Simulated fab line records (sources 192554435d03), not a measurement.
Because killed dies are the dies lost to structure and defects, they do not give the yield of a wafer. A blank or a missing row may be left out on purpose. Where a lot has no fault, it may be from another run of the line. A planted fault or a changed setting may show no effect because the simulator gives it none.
8D (eight disciplines) problem report, filled in by code || flow n5-finfet || the parts of the form that need people (team, actions taken, sign-off) are left out

## 1. WHAT WENT WRONG
At N5_MOL_CONTACT_COAG_ETCH_48, oes-product-au averages 1.11 a.u. over 6 wafers from 2 lots, while fault-free wafers read 0.63 a.u., standard deviation 0.073. That puts it +6.6 standard deviations away from the usual mean.
The step: etches SiOC in C4F6/O2, target depth 15 nm, overetch 4.5 nm, time 17 s.
The first sign was on wafer L296.3 at day 7 11:57, on rie-diel-02. The record has a number at this step for 24 wafers belonging to 9 lots. The rule behind "out" and "out of limits": a value lying over 4 standard deviations away from the usual mean. The other wafers with a number count as sound.

## 2. WHAT THIS IS AND IS NOT
{"question": "which readings at this step", "is": "oes-product-au", "is not": "drypump-motor-current-A, rf-vpp-V, showerhead-plenum-p-Torr, throttle-valve-pct"}
{"question": "which lots", "is": "L296, L297", "is not": "L291, L294, L298, L299, L306, L309, L310"}
{"question": "which wafers of those lots", "is": "all that have a number", "is not": "-"}
{"question": "read on which tools", "is": "rie-diel-02, rie-diel-05", "is not": "rie-diel-06"}
{"question": "when", "is": "from day 7 11:57", "is not": "up to then (6 sound wafers); but 12 sound wafers of L298, L299, L306, L309, L310 came after"}

## 3. THE SUSPECTS, EACH WITH WHAT RULES IT OUT
Counting: a tool stays on the suspect list if, at a process step up to the reading, it processed all lots that are out and no sound lot following the first of them.
- rie-diel-06 at N5_MOL_CONTACT_COAG_ETCH_106 (etches SOC in N2/H2, target depth 80 nm, overetch 16 nm, time 120 s): ruled out as a lasting fault. Following L296 (day 6 22:09), the first lot on it that is out, the sound lots L298, L299 were run on it.
- rie-diel-06 at N5_MOL_CONTACT_COAG_ETCH_110 (etches Si in CF4/O2, target depth 2.5 nm, time 8 s): ruled out as a lasting fault. Following L296 (day 6 22:20), the first lot on it that is out, the sound lots L298, L299 were run on it.
- cmp-04 at N5_MOL_CONTACT_COAG_CMP_28 (polishes, stops on SiNx, t overpolish 0.85 s, target thk 14.522 nm): ruled out as a lasting fault. Following L296 (day 7 08:07), the first lot on it that is out, the sound lots L298, L309, L310 were run on it.
Left after counting: nothing in the record.

## 4. THE CAUSE (what the simulator had put in)
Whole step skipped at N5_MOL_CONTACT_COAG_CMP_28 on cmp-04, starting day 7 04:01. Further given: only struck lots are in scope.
Counting ruled it out, wrongly: the rule takes a fault to strike every lot that its tool runs from its start on, and this one did not.

## 5. SEQUENCE OF EFFECTS, ordered by route
One row per reading whose mean, taken over the struck wafers that have a number, lies over 3 standard deviations from the usual. Scope: only readings with a usual standard deviation given in the record; hours: median across lots of the time from each lot's start at the first step in this table that gives one to its start at this step; sigmas: change in usual standard deviations.
{"hours": 0, "step": "N5_MOL_CONTACT_COAG_ETCH_48", "reading": "oes-product-au", "usual": "0.63 a.u.", "on struck wafers": 1.11, "change": "+0.48", "sigmas": "+6.6"}
{"hours": 188, "step": "N5_PASSIVATION_PROBE_49", "reading": "defect-limited-yield", "usual": "91.3 %", "on struck wafers": 0.0, "change": -91.3, "sigmas": -65}
{"hours": 188, "step": "N5_PASSIVATION_PROBE_49", "reading": "killed-at-contacts", "usual": 12, "on struck wafers": 1088, "change": "+1076", "sigmas": "+99 or more"}
{"hours": 188, "step": "N5_PASSIVATION_PROBE_49", "reading": "killed-dies", "usual": 103, "on struck wafers": 1180, "change": "+1077", "sigmas": "+67"}
{"hours": 188, "step": "N5_PASSIVATION_PROBE_49", "reading": "killed-on-rim", "usual": 13, "on struck wafers": 152, "change": "+139", "sigmas": "+35"}
{"hours": 188, "step": "N5_PASSIVATION_PROBE_49", "reading": "sort_bin_5_function", "usual": "5.1 %", "on struck wafers": 96.0, "change": "+91.0", "sigmas": "+99"}
{"hours": 188, "step": "N5_PASSIVATION_PROBE_49", "reading": "sort-n-pass", "usual": 1077, "on struck wafers": 0, "change": -1077, "sigmas": -63}
{"hours": 188, "step": "N5_PASSIVATION_PROBE_49", "reading": "sort-yield-pct", "usual": "91.2 %", "on struck wafers": 0.0, "change": -91.2, "sigmas": -65}
It contains these process steps:
- N5_MOL_CONTACT_COAG_ETCH_48: etches SiOC in C4F6/O2, target depth 15 nm, overetch 4.5 nm, time 17 s.
- N5_PASSIVATION_PROBE_49
Readings that are blank on the struck wafers while sound wafers have them: edge-zone-pressure-frac at N5_MOL_CONTACT_COAG_CMP_28; head-pressure-psi at N5_MOL_CONTACT_COAG_CMP_28; motor-current-A at N5_MOL_CONTACT_COAG_CMP_28; retaining-ring-pressure-frac at N5_MOL_CONTACT_COAG_CMP_28; time-to-endpoint-s at N5_MOL_CONTACT_COAG_CMP_28.

## 6. HOW IT WOULD HAVE BEEN CAUGHT EARLIER
8 hours passed between the start of the fault at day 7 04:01 and the first reading out of limits in this record, taken at day 7 11:57.
At N5_MOL_CONTACT_COAG_CMP_28 the tool's readings are blank on the struck wafers, where sound wafers have them: an empty tool record is the first sign, and it was there at once.
